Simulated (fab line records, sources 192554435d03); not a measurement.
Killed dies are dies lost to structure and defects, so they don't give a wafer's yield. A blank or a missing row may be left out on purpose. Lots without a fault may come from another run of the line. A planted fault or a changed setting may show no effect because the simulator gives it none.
fab line records | flow n5_finfet
record lots=24 wafers=72 last_day=18
route steps=1938 shown GATE_CUT@514 MOL_CONTACT_COAG@535
lots that met no fault: from a run of the same line without faults
start_h: hours from the record's first day to the start of the lot's first wafer shown | wait_h: hours since the lot's step before | " the same as in the row above | L1.1+2: a row that stands for several wafers | - no value, or no start given | * or withheld: withheld | < > ~ a bound
route shown NAME@n: a module of which the file shows steps, and the number in the route of the first | usual: mean/standard deviation of fault-free wafers | same: alike in all rows | chamber/n: place in a boat | sites: the reading at each site | _std_site: their standard deviation | _edge_site: outer sites' mean less inner sites' | radius_mm: how far each site lies from the wafer's centre | mask NAME#n: copy n | behind: the tool/chamber that last shaped the wafer | hold: why the lot was held/for how many hours/how that ended | device: the transistor (n, p or np) that didn't switch | end of line: the same wafers' tests at the end of the route | a step without rows: its recipe alone | killed: dies lost to structure and defects at the first sort, not the wafer's yield | map: a wafer's dies, x killed, . not, _ none there
set.NAME: the setting as run; set.NAME@STEP: as run at that earlier step | model.NAME: the simulator's own value behind a step, which no gauge read
steps of the route over a sample of lots; a table a step, a row a wafer
services: from which hour (start_h, from the record's first day; less than 0 if before it) a tool's chamber was out of use, for how many hours, and why
## steps
# step N5_GATE_CUT_CMP_61
# recipe stop_on=SiNx t_overpolish_s=3 post_cmp_clean=alkaline_brush down_force_psi=4 platen_rpm=27.09 pad_velocity_m_s=0.539
# usual motor_current_A=12.1/1.3 platen_rpm=27.091/0.019 slurry_filter_dp_kPa=13.48/0.14
# columns lot.wafer tool chamber start_h wait_h motor_current_A platen_rpm slurry_filter_dp_kPa
L074.2 cmp-03 2 90.62 0.3 12.2 27.109 13.57
L074.5 " 0 " " 11.8 27.122 13.61
L074.6 " 1 " " 13.3 27.077 13.32
L075.1 cmp-03 3 97.16 0.3 14.1 27.093 13.20
L075.2 " 0 " " 11.9 27.062 13.71
L075.6 " 3 " " 14.3 27.077 13.61
L076.3 cmp-03 0 99.46 0.2 11.9 27.087 13.55
L076.6 " 1 " " 13.0 27.072 13.21
L076.5 " 2 " " 13.1 27.105 13.53
L077.1 cmp-03 1 105.04 0.3 13.5 27.058 13.46
L077.3 " 3 " " 14.5 27.092 13.21
L077.6 " 1 " " 13.2 27.102 13.86
L078.2 cmp-02 1 110.00 0.3 10.4 27.095 13.24
L078.1 " 2 " " 10.4 27.094 13.45
L078.6 " 0 " " 9.7 27.087 13.44
L079.4 cmp-01 0 119.45 0.3 10.4 27.112 13.58
L079.1 " 1 " " 12.2 27.060 13.41
L079.5 " 3 " " 14.4 27.063 13.24
L080.3 cmp-01 3 124.77 0.3 13.5 27.080 13.17
L080.4 " 0 " " 10.3 27.073 13.54
L080.5 " 2 " " 12.9 27.085 13.50
L081.2 cmp-02 0 130.20 0.3 11.3 27.085 13.62
L081.1 " 1 " " 10.8 27.083 13.44
L081.5 " 3 " " 11.5 27.129 13.21
L082.2 cmp-03 3 140.79 0.4 14.4 27.106 13.52
L082.6 " 3 " " 13.4 27.103 13.49
L082.5 " 0 " " 11.9 27.109 13.41
L083.4 cmp-01 1 143.07 0.4 12.7 27.116 13.68
L083.2 " 2 " " 12.7 27.097 13.55
L083.6 " 2 " " 13.0 27.085 13.68
L084.1 cmp-02 0 149.13 0.3 10.9 27.092 13.62
L084.3 " 1 " " 10.2 27.075 13.34
L084.5 " 0 " " 10.9 27.085 13.53
L086.3 cmp-03 0 160.03 0.3 12.0 27.084 13.51
L086.5 " 2 " " 12.1 27.093 13.69
L086.6 " 3 " " 14.4 27.082 13.26
L085.4 cmp-02 3 164.33 0.3 10.8 27.098 13.38
L085.3 " 0 " " 10.7 27.098 13.72
L085.5 " 2 " " 11.1 27.095 13.24
L087.4 cmp-03 2 166.68 0.4 12.3 27.075 13.29
L087.2 " 1 " " 12.9 27.107 13.47
L087.5 " 2 " " 12.5 27.065 13.66
L088.3 cmp-02 0 171.08 0.4 10.7 27.082 13.45
L088.2 " 1 " " 10.2 27.091 13.40
L088.6 " 0 " " 11.2 27.077 13.25
L089.1 cmp-03 3 180.66 0.3 14.2 27.090 13.36
L089.4 " 0 " " 12.7 27.103 13.59
L089.3 " 1 " " 12.6 27.072 13.59
L090.1 cmp-01 2 182.52 0.3 13.1 27.101 13.66
L090.2 " 3 " " 14.2 27.102 13.36
L090.3 " 0 " " 10.4 27.055 13.49
L091.2 cmp-02 3 190.05 0.3 11.6 27.058 13.13
L091.4 " 0 " " 10.8 27.094 13.43
L091.6 " 2 " " 10.5 27.094 13.73
L092.2 cmp-03 0 194.22 0.4 12.7 27.063 13.55
L092.4 " 1 " " 13.1 27.090 13.27
L092.5 " 0 " " 11.8 27.103 13.42
L093.2 cmp-02 2 200.79 0.4 10.5 27.103 13.53
L093.4 " 3 " " 10.9 27.092 13.56
L093.3 " 0 " " 10.6 27.089 13.54
L094.4 cmp-01 1 207.16 0.3 12.3 27.112 13.45
L094.3 " 2 " " 13.1 27.103 13.64
L094.6 " 1 " " 12.1 27.124 13.79
L095.4 cmp-02 0 213.77 0.4 10.8 27.095 13.67
L095.5 " 0 " " 10.7 27.082 13.50
L095.6 " 1 " " 11.0 27.110 13.49
L096.3 cmp-01 3 218.89 0.4 14.1 27.085 13.11
L096.2 " 2 " " 12.9 27.083 13.58
L096.5 " 0 " " 10.7 27.084 13.52
L097.1 cmp-03 3 230.13 0.4 13.6 27.097 13.42
L097.4 " 1 " " 13.4 27.112 13.38
L097.5 " 3 " " 13.5 27.077 13.61
# step N5_MOL_CONTACT_COAG_CONTACT_ETCH_14
# recipe chemistry=C4F6/O2 target=SiO2 target_depth_a=275 overetch_a=85 mask_material=SOC pressure_mtorr=30 source_w=370 bias_w=185 Ar_flow_sccm=300 C4F6_flow_sccm=16 O2_flow_sccm=10 time_s=20 ion_energy_ev=259.6
# usual drypump_motor_current_A=5.8/0.59 oes_product_au=0.66/0.061 rf_vpp_V=691.7/2.9 showerhead_plenum_p_Torr=2.84/0.078 throttle_valve_pct=21.20/0.19
# same time_s=20
# columns lot.wafer tool chamber start_h wait_h drypump_motor_current_A oes_product_au rf_hours_counter_h rf_vpp_V showerhead_plenum_p_Torr throttle_valve_pct
L074.2 rie_diel-01 3 91.40 0.0 5.9 0.60 224 696.7 2.95 21.17
L074.5 " 0 " " 6.2 0.60 - 688.0 2.74 21.10
L074.6 " 1 " " 5.3 0.65 - 693.4 2.86 21.38
L075.1 rie_diel-05 3 98.11 0.0 6.8 0.64 175 688.2 2.75 21.39
L075.2 " 1 " " 6.0 0.75 34 689.3 2.82 21.28
L075.6 " 1 " " 5.9 0.76 - 689.7 2.82 21.30
L076.3 rie_diel-06 2 100.21 0.0 5.3 0.75 38 691.0 2.80 20.85
L076.5 " 2 " " 5.3 0.74 - 690.6 2.80 20.85
L076.6 " 1 " " 5.8 0.59 - 695.5 2.94 21.18
L077.1 rie_diel-01 0 106.21 0.0 6.2 0.59 233 688.3 2.74 21.13
L077.3 " 1 " " 5.3 0.65 148 692.2 2.86 21.41
L077.6 " 1 " " 5.3 0.65 - 692.3 2.86 21.39
L078.1 rie_diel-01 0 111.07 0.0 6.2 0.59 235 688.2 2.73 21.13
L078.2 " 1 " " 5.2 0.65 150 692.3 2.86 21.42
L078.6 " 3 " " 5.9 0.60 - 695.1 2.95 21.16
L079.1 rie_diel-01 2 120.25 0.0 6.7 0.67 145 693.0 2.88 21.06
L079.4 " 1 " " 5.3 0.65 153 692.3 2.86 21.41
L079.5 " 2 " " 6.7 0.66 - 693.0 2.88 21.10
L080.3 rie_diel-05 1 125.79 0.0 6.0 0.73 44 690.9 2.82 21.31
L080.4 " 0 " " 5.2 0.59 206 694.9 2.95 21.17
L080.5 " 3 " " 6.8 0.63 - 687.3 2.75 21.40
L081.1 rie_diel-06 3 131.10 0.0 4.8 0.67 115 688.8 2.78 21.12
L081.2 " 1 " " 5.8 0.58 236 695.4 2.93 21.19
L081.5 " 1 " " 5.8 0.58 - 695.2 2.93 21.20
L082.2 rie_diel-01 0 141.75 0.0 6.2 0.59 245 685.8 2.73 21.14
L082.5 " 0 " " 6.2 0.58 - 687.2 2.73 21.16
L082.6 " 1 " " 5.3 0.64 - 693.2 2.86 21.45
L083.2 rie_diel-06 2 143.90 0.0 5.3 0.73 51 688.7 2.80 20.87
L083.4 " 0 " " 6.4 0.64 149 689.0 2.77 21.39
L083.6 " 2 " " 5.3 0.72 - 690.6 2.80 20.88
L084.1 rie_diel-06 1 150.25 0.0 5.8 0.58 242 695.7 2.93 21.20
L084.3 " 0 " " 6.5 0.64 151 689.7 2.77 21.41
L084.5 " 0 " " 6.5 0.64 - 687.9 2.77 21.40
L086.3 rie_diel-01 1 160.93 0.0 5.3 0.64 167 693.0 2.85 21.43
L086.5 " 3 " " 5.9 0.59 - 693.0 2.94 21.20
L086.6 " 1 " " 5.3 0.63 - 691.1 2.85 21.44
L085.3 rie_diel-05 3 165.11 0.0 6.7 0.62 200 689.2 2.74 21.43
L085.4 " 0 " " 5.3 0.58 220 696.5 2.94 21.20
L085.5 " 0 " " 5.2 0.59 - 694.6 2.94 21.18
L087.2 rie_diel-06 0 167.78 0.0 6.4 0.63 158 687.6 2.76 21.41
L087.4 " 2 " " 5.3 0.72 60 690.5 2.79 20.90
L087.5 " 2 " " 5.3 0.71 - 692.6 2.79 20.90
L088.2 rie_diel-06 2 171.97 0.0 5.3 0.72 61 689.6 2.79 20.88
L088.3 " 3 " " 4.8 0.66 130 689.3 2.78 21.16
L088.6 " 3 " " 4.8 0.66 - 689.4 2.78 21.15
L089.1 rie_diel-01 0 181.65 0.0 6.2 0.85 2 698.8 3.07 20.81
L089.3 " 2 " " 6.7 0.65 168 693.0 2.86 21.11
L089.4 " 3 " " 5.9 0.58 259 695.5 2.93 21.20
L090.1 rie_diel-05 1 183.66 0.0 5.9 0.72 68 691.6 2.81 21.34
L090.2 " 3 " " 6.7 0.61 206 688.3 2.74 21.44
L090.3 " 2 " " 5.6 0.66 139 692.6 2.90 21.32
L091.2 rie_diel-06 0 190.98 0.0 6.4 0.63 166 688.3 2.76 21.45
L091.4 " 3 " " 4.8 0.66 139 688.7 2.77 21.15
L091.6 " 3 " " 4.8 0.65 - 688.5 2.77 21.17
L092.2 rie_diel-06 1 195.05 0.0 5.8 0.82 2 695.9 2.93 20.84
L092.4 " 3 " " 4.8 0.65 141 689.9 2.77 21.16
L092.5 " 1 " " 5.8 0.83 - 694.8 2.93 20.86
L093.2 rie_diel-05 2 201.75 0.0 5.5 0.66 146 691.6 2.90 21.34
L093.3 " 1 " " 5.9 0.70 75 690.4 2.80 21.35
L093.4 " 3 " " 6.7 0.61 212 688.8 2.73 21.46
L094.3 rie_diel-05 3 208.12 0.0 6.7 0.61 214 689.4 2.73 21.47
L094.4 " 2 " " 5.6 0.65 147 693.1 2.90 21.35
L094.6 " 1 " " 6.0 0.69 - 690.1 2.80 21.36
L095.4 rie_diel-06 0 215.38 0.0 6.4 0.61 174 687.6 2.76 21.46
L095.5 " 3 " " 4.8 0.64 - 688.8 2.77 21.16
L095.6 " 0 " " 6.4 0.63 - 690.2 2.76 21.45
L096.2 rie_diel-01 0 220.53 0.0 6.2 0.79 21 700.0 3.06 20.83
L096.3 " 2 " " 6.7 0.64 187 690.5 2.86 21.15
L096.5 " 1 " " 5.3 0.62 - 692.1 2.84 21.46
L097.1 rie_diel-06 1 231.11 0.0 5.8 0.81 5 693.4 2.93 20.86
L097.4 " 1 " " 5.8 0.82 - 694.5 2.93 20.84
L097.5 " 3 " " 4.8 0.64 - 690.6 2.76 21.19
# step N5_MOL_CONTACT_COAG_CO_FILL_22
# recipe material=Co target_thk_a=200 temp_c=200 precursor=CCTBA/H2 pressure_torr=30
# usual heater_power_w=236/16
# columns lot.wafer tool chamber start_h wait_h heater_power_w since_wet_clean_h
L074.2 cvd_co-02 1 94.18 0.1 230 1292
L074.5 " 2 " " 263 -
L074.6 " 1 " " 230 -
L075.1 cvd_co-01 2 100.96 0.1 215 183
L075.2 " 0 " " 232 642
L075.6 " 1 " " 251 -
L076.3 cvd_co-02 0 104.73 0.1 248 865
L076.5 " 2 " " 258 -
L076.6 " 0 " " 247 -
L077.1 cvd_co-02 1 109.49 0.3 223 1307
L077.3 " 2 " " 257 410
L077.6 " 1 " " 226 -
L078.1 cvd_co-01 0 113.30 0.1 231 655
L078.2 " 2 " " 215 195
L078.6 " 1 " " 249 -
L079.1 cvd_co-01 0 123.50 0.1 232 665
L079.4 " 0 " " 228 -
L079.5 " 1 " " 250 -
L080.3 cvd_co-01 0 129.59 0.1 233 671
L080.4 " 2 " " 215 -
L080.5 " 0 " " 233 -
L081.1 cvd_co-01 0 133.37 0.1 236 675
L081.2 " 2 " " 216 216
L081.5 " 2 " " 212 -
L082.2 cvd_co-01 1 144.22 0.1 249 1123
L082.5 " 0 " " 232 -
L082.6 " 1 " " 248 -
L083.2 cvd_co-01 0 147.18 0.1 230 689
L083.4 " 0 " " 234 -
L083.6 " 1 " " 247 -
L084.1 cvd_co-02 0 153.58 0.1 246 914
L084.3 " 1 " " 211 17
L084.5 " 1 " " 214 -
L086.3 cvd_co-02 0 166.92 0.1 246 927
L086.5 " 2 " " 262 -
L086.6 " 0 " " 245 -
L085.3 cvd_co-01 1 168.46 0.1 253 1147
L085.4 " 1 " " 249 -
L085.5 " 0 " " 227 -
L087.2 cvd_co-02 1 171.60 0.1 207 35
L087.4 " 0 " " 244 -
L087.5 " 2 " " 258 -
L088.2 cvd_co-02 2 173.74 0.1 254 475
L088.3 " 0 " " 251 934
L088.6 " 0 " " 245 -
L089.1 cvd_co-01 0 184.96 0.1 233 726
L089.3 " 2 " " 215 267
L089.4 " 2 " " 210 -
L090.1 cvd_co-01 0 185.79 0.1 233 727
L090.2 " 1 " " 254 1165
L090.3 " 2 " " 220 268
L091.2 cvd_co-02 1 194.03 0.1 214 58
L091.4 " 0 " " 246 -
L091.6 " 2 " " 258 -
L092.2 cvd_co-02 2 197.71 0.1 253 499
L092.4 " 0 " " 247 -
L092.5 " 2 " " 255 -
L093.2 cvd_co-02 1 204.63 0.1 212 68
L093.3 " 2 " " 254 505
L093.4 " 0 " " 242 -
L094.3 cvd_co-01 1 213.16 0.1 244 1192
L094.4 " 1 " " 248 -
L094.6 " 2 " " 221 -
L095.4 cvd_co-02 1 219.17 0.4 211 -
L095.5 " 0 " " 247 -
L095.6 " 2 " " 255 -
L096.2 cvd_co-01 1 222.89 0.1 250 1202
L096.3 " 2 " " 221 305
L096.5 " 1 " " 251 -
L097.1 cvd_co-02 2 235.50 0.1 262 536
L097.4 " 1 " " 216 -
L097.5 " 0 " " 247 -
# step N5_MOL_CONTACT_COAG_ALD_123
# recipe material=SiNx target_thk_a=50 temp_c=400 ald_precursor_family=SiH2I2 ald_co_reactant=N2/H2-plasma pulse_time_s=1 purge_time_s=2 co_reactant_purge_time_s=2 ald_cycles=100 pressure_torr=2
# usual heater_power_w=809/69 precursor_pulse_height_rel=1.002/0.019
# same purge_time_s=2
# columns lot.wafer tool chamber start_h wait_h heater_power_w precursor_pulse_height_rel since_wet_clean_h
L074.2 ald_sin-01 3 99.42 0.3 822 1.017 0
L074.5 " 1 " " 821 1.011 -
L074.6 " 2 " " 786 0.993 -
L075.1 ald_sin-02 2 108.52 0.0 780 1.008 205
L075.2 " 1 " " 878 1.037 205
L075.6 " 3 " " 738 1.029 -
L076.3 ald_sin-02 2 110.91 0.0 789 1.008 208
L076.5 " 0 " " 928 1.035 -
L076.6 " 3 " " 735 0.976 -
L077.1 ald_sin-01 3 115.35 0.0 826 1.014 16
L077.3 " 1 " " 849 1.004 16
L077.6 " 0 " " 711 1.021 -
L078.1 ald_sin-01 1 118.77 0.0 828 0.987 20
L078.2 " 2 " " 800 1.033 20
L078.6 " 1 " " 806 1.014 -
L079.1 ald_sin-01 3 131.19 0.0 830 0.991 32
L079.4 " 0 " " 717 1.015 32
L079.5 " 3 " " 824 0.989 -
L080.3 ald_sin-01 1 135.08 0.0 840 1.002 36
L080.4 " 3 " " 821 1.031 36
L080.5 " 1 " " 841 1.021 -
L081.1 ald_sin-01 0 139.16 0.0 762 0.993 40
L081.2 " 2 " " 794 0.995 40
L081.5 " 2 " " 796 0.969 -
L082.2 ald_sin-01 2 150.22 0.0 796 0.966 51
L082.5 " 1 " " 813 0.967 -
L082.6 " 2 " " 782 0.988 -
L083.2 ald_sin-03 0 152.66 0.0 790 0.989 342
L083.4 " 1 " " 892 1.018 342
L083.6 " 2 " " 732 1.006 -
L084.1 ald_sin-02 2 158.36 0.0 776 0.985 255
L084.3 " 0 " " 932 0.988 255
L084.5 " 1 " " 879 1.008 -
L086.3 ald_sin-01 0 173.60 0.0 721 0.996 74
L086.5 " 3 " " 818 0.984 -
L086.6 " 0 " " 730 1.029 -
L085.3 ald_sin-02 3 174.14 0.1 751 1.001 271
L085.4 " 1 " " 876 1.008 271
L085.5 " 3 " " 740 0.973 -
L087.2 ald_sin-03 1 176.65 0.2 859 1.008 366
L087.4 " 0 " " 764 1.008 366
L087.5 " 0 " " 784 0.996 -
L088.2 ald_sin-01 0 179.18 0.4 727 1.023 80
L088.3 " 3 " " 825 1.019 80
L088.6 " 3 " " 825 1.008 -
L089.1 ald_sin-01 1 193.41 0.0 854 0.994 94
L089.3 " 2 " " 783 0.981 94
L089.4 " 0 " " 728 0.992 94
L090.1 ald_sin-03 3 193.75 0.0 947 1.018 3
L090.2 " 1 " " 858 1.004 3
L090.3 " 2 " " 720 0.990 3
L091.2 ald_sin-03 2 198.95 0.0 729 1.000 8
L091.4 " 3 " " 964 1.018 8
L091.6 " 1 " " 882 1.045 -
L092.2 ald_sin-01 3 206.05 0.0 815 0.998 107
L092.4 " 2 " " 798 0.991 107
L092.5 " 0 " " 726 0.980 -
L093.2 ald_sin-02 1 210.30 0.3 861 1.009 307
L093.3 " 1 " " 885 1.014 -
L093.4 " 2 " " 766 1.037 -
L094.3 ald_sin-03 3 218.26 0.0 934 0.950 27
L094.4 " 0 " " 761 1.003 27
L094.6 " 1 " " 869 0.996 -
L095.4 ald_sin-03 1 223.43 0.0 879 1.011 32
L095.5 " 0 " " 749 1.006 -
L095.6 " 1 " " 866 0.986 -
L096.2 ald_sin-02 0 228.73 0.0 917 0.997 325
L096.3 " 2 " " 795 1.034 325
L096.5 " 2 " " 779 0.993 -
L097.1 ald_sin-02 3 244.79 0.2 727 1.003 342
L097.4 " 0 " " 933 1.009 342
L097.5 " 3 " " 715 0.992 -
# step N5_MOL_CONTACT_COAG_ALD_131
# recipe material=SiO2 target_thk_a=50 temp_c=100 ald_precursor_family=BDEAS ald_co_reactant=O2-plasma pulse_time_s=1 co_reactant_pulse_time_s=1 purge_time_s=2 co_reactant_purge_time_s=2 ald_cycles=35 pressure_torr=2
# usual heater_power_w=75/7.2 precursor_pulse_height_rel=1.001/0.02
# same purge_time_s=2
# columns lot.wafer tool chamber start_h wait_h heater_power_w precursor_pulse_height_rel since_wet_clean_h
L074.2 ald_sin-01 3 100.75 0.1 75 0.997 2
L074.5 " 0 " " 68 0.992 -
L074.6 " 1 " " 79 0.986 -
L075.1 ald_sin-01 3 109.91 0.1 76 0.950 11
L075.2 " 1 " " 78 1.016 11
L075.6 " 3 " " 75 1.010 -
L076.3 ald_sin-01 0 112.00 0.1 67 0.977 13
L076.5 " 3 " " 75 1.023 -
L076.6 " 1 " " 78 0.989 -
L077.1 ald_sin-01 0 116.58 0.1 66 1.031 17
L077.3 " 3 " " 74 1.004 17
L077.6 " 2 " " 72 1.000 -
L078.1 ald_sin-01 0 120.17 0.4 68 0.995 21
L078.2 " 2 " " 74 0.998 21
L078.6 " 1 " " 77 0.999 -
L079.1 ald_sin-03 0 132.84 0.3 70 1.011 322
L079.4 " 3 " " 90 1.020 322
L079.5 " 3 " " 89 1.003 -
L080.3 ald_sin-01 1 136.17 0.1 79 1.035 37
L080.4 " 0 " " 67 1.005 37
L080.5 " 3 " " 76 0.967 -
L081.1 ald_sin-03 0 140.39 0.1 71 1.008 329
L081.2 " 3 " " 92 1.024 329
L081.5 " 3 " " 90 0.985 -
L082.2 ald_sin-01 2 151.57 0.1 74 1.034 52
L082.5 " 0 " " 67 0.988 -
L082.6 " 1 " " 77 1.003 -
L083.2 ald_sin-03 2 153.95 0.1 67 1.033 343
L083.4 " 3 " " 92 0.974 343
L083.6 " 0 " " 72 0.989 -
L084.1 ald_sin-01 2 160.06 0.7 72 1.016 61
L084.3 " 1 " " 77 0.995 61
L084.5 " 3 " " 77 0.999 -
L086.3 ald_sin-03 2 174.70 0.1 67 1.008 364
L086.5 " 2 " " 68 1.006 -
L086.6 " 3 " " 87 1.024 -
L085.3 ald_sin-03 1 175.76 0.1 83 0.995 365
L085.4 " 2 " " 68 1.014 365
L085.5 " 3 " " 91 0.996 -
L087.2 ald_sin-01 0 178.49 0.6 66 0.992 79
L087.4 " 3 " " 76 1.047 79
L087.5 " 3 " " 76 0.998 -
L088.2 ald_sin-01 0 180.67 0.1 66 1.021 81
L088.3 " 3 " " 78 1.004 81
L088.6 " 1 " " 78 0.991 -
L089.1 ald_sin-03 3 194.65 0.1 85 1.011 4
L089.3 " 2 " " 67 1.016 4
L089.4 " 1 " " 82 1.002 4
L090.1 ald_sin-02 0 195.13 0.3 87 0.971 292
L090.2 " 3 " " 67 0.981 292
L090.3 " 2 " " 73 1.018 292
L091.2 ald_sin-03 2 200.16 0.1 67 0.977 9
L091.4 " 0 " " 70 1.016 9
L091.6 " 3 " " 89 1.041 -
L092.2 ald_sin-01 0 207.41 0.2 66 0.968 108
L092.4 " 3 " " 75 1.002 108
L092.5 " 3 " " 75 0.996 -
L093.2 ald_sin-02 1 211.78 0.1 81 0.997 308
L093.3 " 2 " " 72 1.006 -
L093.4 " 1 " " 82 0.976 -
L094.3 ald_sin-03 0 220.39 0.1 69 0.997 29
L094.4 " 2 " " 68 0.997 29
L094.6 " 2 " " 68 0.987 -
L095.4 ald_sin-03 2 224.67 0.0 67 0.979 34
L095.5 " 1 " " 80 0.983 -
L095.6 " 2 " " 69 1.017 -
L096.2 ald_sin-02 0 229.96 0.1 87 1.003 327
L096.3 " 2 " " 73 1.037 327
L096.5 " 0 " " 87 1.021 -
L097.1 ald_sin-03 0 246.03 0.1 70 1.014 55
L097.4 " 0 " " 70 1.030 -
L097.5 " 3 " " 88 0.986 -
# step N5_MOL_CONTACT_COAG_ETCH_91
# recipe chemistry=N2/H2 target=SOC target_depth_a=600 overetch_a=210 mask_material=SiARC temp_c=40 time_s=101.2 ion_energy_ev=200 pressure_mtorr=30 source_w=840 bias_w=150 n2_flow_sccm=200 h2_flow_sccm=200
# usual drypump_motor_current_A=5.7/0.64 oes_product_au=0.65/0.061 rf_vpp_V=522.8/2.3 showerhead_plenum_p_Torr=2.51/0.081 throttle_valve_pct=17.83/0.17
# same time_s=101.2
# columns lot.wafer tool chamber start_h wait_h drypump_motor_current_A oes_product_au rf_hours_counter_h rf_vpp_V showerhead_plenum_p_Torr throttle_valve_pct
L074.2 rie_diel-01 2 101.13 0.0 6.7 0.65 139 524.5 2.56 17.74
L074.5 " 0 " " 6.2 0.58 - 520.0 2.41 17.88
L074.6 " 3 " " 5.9 0.58 - 525.9 2.61 17.77
L075.1 rie_diel-01 1 110.20 0.0 5.3 0.64 150 523.2 2.54 17.99
L075.2 " 2 " " 6.7 0.65 142 524.2 2.55 17.75
L075.6 " 1 " " 5.2 0.64 - 523.2 2.54 17.99
L076.3 rie_diel-05 1 112.25 0.0 6.0 0.73 40 522.4 2.50 17.95
L076.5 " 1 " " 5.9 0.73 - 522.3 2.50 17.94
L076.6 " 3 " " 6.7 0.62 - 520.1 2.42 18.00
L077.1 rie_diel-06 2 116.79 0.0 5.4 0.73 42 523.2 2.49 17.52
L077.3 " 1 " " 5.8 0.58 230 528.4 2.63 17.96
L077.6 " 2 " " 5.4 0.73 - 522.7 2.49 17.52
L078.1 rie_diel-05 1 120.38 0.0 6.0 0.73 42 522.5 2.50 17.94
L078.2 " 0 " " 5.3 0.59 204 524.9 2.64 17.95
L078.6 " 1 " " 5.9 0.73 - 521.9 2.50 17.96
L079.1 rie_diel-06 0 133.06 0.0 6.4 0.62 146 519.0 2.45 17.95
L079.4 " 2 " " 5.3 0.73 47 522.2 2.48 17.53
L079.5 " 3 " " 4.8 0.65 - 522.2 2.47 17.82
L080.3 rie_diel-06 2 136.39 0.0 5.3 0.72 48 523.1 2.48 17.54
L080.4 " 1 " " 5.8 0.57 237 526.9 2.62 18.00
L080.5 " 0 " " 6.4 0.62 - 521.5 2.45 17.95
L081.1 rie_diel-01 3 140.60 0.0 5.9 0.58 243 526.2 2.61 17.78
L081.2 " 2 " " 6.7 0.65 152 523.2 2.55 17.76
L081.5 " 0 " " 6.2 0.57 - 520.0 2.41 17.92
L082.2 rie_diel-06 3 151.78 0.0 4.8 0.65 123 520.6 2.46 17.82
L082.5 " 3 " " 4.8 0.66 - 521.7 2.46 17.84
L082.6 " 2 " " 5.3 0.71 - 521.6 2.48 17.54
L083.2 rie_diel-01 3 154.17 0.0 5.9 0.58 248 526.9 2.60 17.80
L083.4 " 3 " " 5.9 0.58 - 526.2 2.60 17.81
L083.6 " 1 " " 5.3 0.63 - 523.1 2.53 18.02
L084.1 rie_diel-06 0 160.28 0.0 6.4 0.63 155 521.1 2.44 17.96
L084.3 " 1 " " 5.8 0.57 246 525.7 2.62 17.99
L084.5 " 1 " " 5.8 0.57 - 525.9 2.62 18.00
L086.3 rie_diel-06 3 174.91 0.0 4.8 0.65 131 520.3 2.46 17.84
L086.5 " 0 " " 6.4 0.62 - 520.6 2.44 17.97
L086.6 " 2 " " 5.3 0.71 - 522.2 2.48 17.57
L085.3 rie_diel-01 2 176.00 0.0 6.7 0.64 166 523.8 2.54 17.78
L085.4 " 0 " " 6.2 0.84 0 528.6 2.73 17.52
L085.5 " 0 " " 6.2 0.84 - 528.5 2.73 17.53
L087.2 rie_diel-05 1 178.71 0.0 5.9 0.70 65 522.6 2.49 17.99
L087.4 " 3 " " 6.7 0.61 205 520.1 2.41 18.04
L087.5 " 1 " " 5.9 0.71 - 522.3 2.49 18.00
L088.2 rie_diel-06 0 180.95 0.0 6.5 0.61 161 522.7 2.44 17.97
L088.3 " 3 " " 4.8 0.64 135 520.8 2.46 17.86
L088.6 " 0 " " 6.4 0.62 - 520.8 2.44 17.97
L089.1 rie_diel-05 0 194.87 0.0 5.3 0.57 230 525.3 2.63 18.02
L089.3 " 1 " " 6.0 0.69 72 523.0 2.48 18.00
L089.4 " 2 " " 5.6 0.65 143 523.4 2.53 17.71
L090.1 rie_diel-06 2 195.53 0.0 5.3 0.70 72 521.2 2.47 17.59
L090.2 " 3 " " 4.8 0.64 141 519.8 2.46 17.86
L090.3 " 0 " " 6.4 0.62 168 520.5 2.44 17.98
L091.2 rie_diel-06 3 200.38 0.0 4.8 0.64 143 521.9 2.45 17.86
L091.4 " 0 " " 6.4 0.61 - 520.4 2.44 17.98
L091.6 " 3 " " 4.8 0.64 - 521.4 2.45 17.88
L092.2 rie_diel-05 0 207.64 0.0 5.3 0.57 234 525.2 2.63 18.01
L092.4 " 2 " " 5.6 0.65 147 524.7 2.53 17.73
L092.5 " 3 " " 6.7 0.60 - 520.1 2.41 18.05
L093.2 rie_diel-01 2 212.11 0.0 6.7 0.63 181 521.7 2.54 17.81
L093.3 " 0 " " 6.2 0.80 - 529.2 2.72 17.56
L093.4 " 2 " " 6.7 0.64 - 523.6 2.54 17.78
L094.3 rie_diel-06 3 220.79 0.1 4.8 0.63 - 520.7 2.45 17.88
L094.4 " 0 " " 6.4 0.61 - 520.5 2.43 18.00
L094.6 " 0 " " 6.4 0.60 - 519.2 2.43 18.01
L095.4 rie_diel-06 3 224.92 0.0 4.8 0.63 - 521.3 2.45 17.89
L095.5 " 2 " " 5.3 0.69 - 521.7 2.47 17.60
L095.6 " 0 " " 6.4 0.61 - 521.1 2.43 18.01
L096.2 rie_diel-06 2 230.18 0.0 5.3 0.68 83 523.2 2.47 17.60
L096.3 " 3 " " 4.8 0.63 155 520.8 2.45 17.88
L096.5 " 2 " " 5.3 0.68 - 521.9 2.47 17.60
L097.1 rie_diel-06 1 246.34 0.0 5.8 0.77 12 526.7 2.61 17.59
L097.4 " 1 " " 5.8 0.78 - 525.3 2.61 17.61
L097.5 " 3 " " 4.8 0.63 - 521.5 2.45 17.90
## services
# columns tool chamber start_h hours kind
ald_sin-01 2 68.45 16.5 repair
cvd_co-02 - 76.30 0.8 repair
rie_diel-06 1 78.17 4.5 repair
ald_sin-01 - 85.25 14.0 pm
rie_diel-05 - 88.48 0.2 repair
cvd_co-01 - 106.65 3.8 pm
ald_sin-01 2 109.21 3.2 repair
cvd_co-01 - 110.45 2.8 pm
cvd_co-02 - 126.75 1.3 repair
rie_diel-06 2 128.59 2.3 repair
rie_diel-06 0 176.57 2.9 repair
ald_sin-03 - 177.13 14.0 pm
rie_diel-01 3 183.44 7.2 repair
cvd_co-01 1 188.51 12.3 repair
cvd_co-02 - 190.66 2.2 repair
rie_diel-06 1 199.25 14.5 repair
cvd_co-01 - 201.68 5.6 repair
rie_diel-06 - 209.18 0.3 repair
rie_diel-06 - 210.01 4.8 repair
rie_diel-06 1 216.20 8.8 repair
rie_diel-06 2 216.94 4.0 repair
rie_diel-06 0 227.20 14.4 repair
ald_sin-03 1 238.18 10.3 repair
rie_diel-06 2 241.76 6.5 repair
## key
fault none
